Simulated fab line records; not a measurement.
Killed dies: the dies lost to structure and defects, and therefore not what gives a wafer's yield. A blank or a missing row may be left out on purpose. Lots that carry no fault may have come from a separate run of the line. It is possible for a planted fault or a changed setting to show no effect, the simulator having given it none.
2 desks, one fault -- flow n5Finfet -- what lay behind the numbers comes last; until then each desk has only its own

FOR THE TOOL OWNER'S DESK: cmp-01
The tool's own readings at N5_STI_FIN_REVEAL_CMP_04 (polishes, stops on Si3N4, t overpolish 4 s, target thk 131.83 nm): means of the sampled wafers that have a number, for each lot that ran on this tool. The brackets show how far a lot's mean lies from the usual mean; more than 4 standard deviations puts the lot out of limits, marked OUT.
Columns: A = motorCurrentA at N5_STI_FIN_REVEAL_CMP_04, usual 8.4 A; B = overpolishRunS at N5_STI_FIN_REVEAL_CMP_04, usual 4.000 s; C = timeToEndpointS at N5_STI_FIN_REVEAL_CMP_04, usual 102 s
lot,first seen here,A,B,C
L533,day 2 09:07,9.4,3.990,102
L543,day 4 23:01,9.4,3.997,100
L550,day 6 15:32,9.0,4.002,138 (+9.1) OUT
Finding of this desk: L550 out of limits; the first was L550 at day 6 15:32, on timeToEndpointS at N5_STI_FIN_REVEAL_CMP_04. L533, L543 stayed within limits.

FROM THE METROLOGY DESK
What the gauges read, lot by lot, whatever tool the lot ran on: means of the sampled wafers that have a number. The brackets show how far a lot's mean lies from the usual mean; more than 4 standard deviations puts the lot out of limits, marked OUT. Only the readings that lie furthest out on some lot appear, 7 of the 10 it has.
Columns: A = DIBL_N at N5_BEOL_M4_RC_MEAS_101, usual 36.3 mV/V; B = DIBL_P at N5_BEOL_M4_RC_MEAS_101, usual 36.2 mV/V; C = IOFF_N at N5_BEOL_M4_RC_MEAS_101, usual 0.160 nA/um; D = IOFF_P at N5_BEOL_M4_RC_MEAS_101, usual 0.21 nA/um; E = SS_P at N5_BEOL_M4_RC_MEAS_101, usual 73.3 mV/dec; F = VT_N at N5_BEOL_M4_RC_MEAS_101, usual 250 mV; G = VT_P at N5_BEOL_M4_RC_MEAS_101, usual -250 mV
lot,first seen here,A,B,C,D,E,F,G
L533,day 7 20:53,39.9,39.6,0.216,0.28,74.0,245,-247
L535,day 8 04:13,34.0,33.8,0.131,0.17,72.5,251,-255
L537,day 9 08:10,34.1,34.1,0.130,0.16,72.8,254,-254
L538,day 9 10:43,38.9,38.1,0.176,0.25,73.8,250,-247
L540,day 9 17:41,36.4,38.6,0.190,0.24,73.7,246,-250
L542,day 10 15:08,37.8,38.7,0.185,0.28,73.5,247,-243
L544,day 10 19:26,37.6,38.6,0.190,0.24,74.6,248,-250
L543,day 10 22:34,35.9,38.0,0.159,0.20,73.0,250,-255
L550,day 12 12:45,34.3,35.4,0.132,0.19,72.7,252,-252
L555,day 13 18:03,36.1,34.9,0.161,0.21,73.5,246,-249
L556,day 13 21:29,36.0,35.8,0.146,0.17,73.5,250,-255
This desk found nothing out of limits on any of the 11 lots.

TAKEN TOGETHER
The tool owner's desk could have raised an alarm at day 6 15:32, on L550.
At the metrology desk, nothing out of limits was observed.
The metrology desk has L550 on record, within its limits.
Every lot named ran N5_STI_FIN_REVEAL_CMP_04 on cmp-01.

WHAT THE SIMULATOR HAD INSERTED
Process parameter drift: cmp-01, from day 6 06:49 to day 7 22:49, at N5_STI_FIN_REVEAL_CMP_04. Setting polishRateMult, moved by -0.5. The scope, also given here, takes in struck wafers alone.
Struck lots among those shown: L550.
Each desk's first reading out of limits, in hours after the fault started: the tool owner's desk, 9.
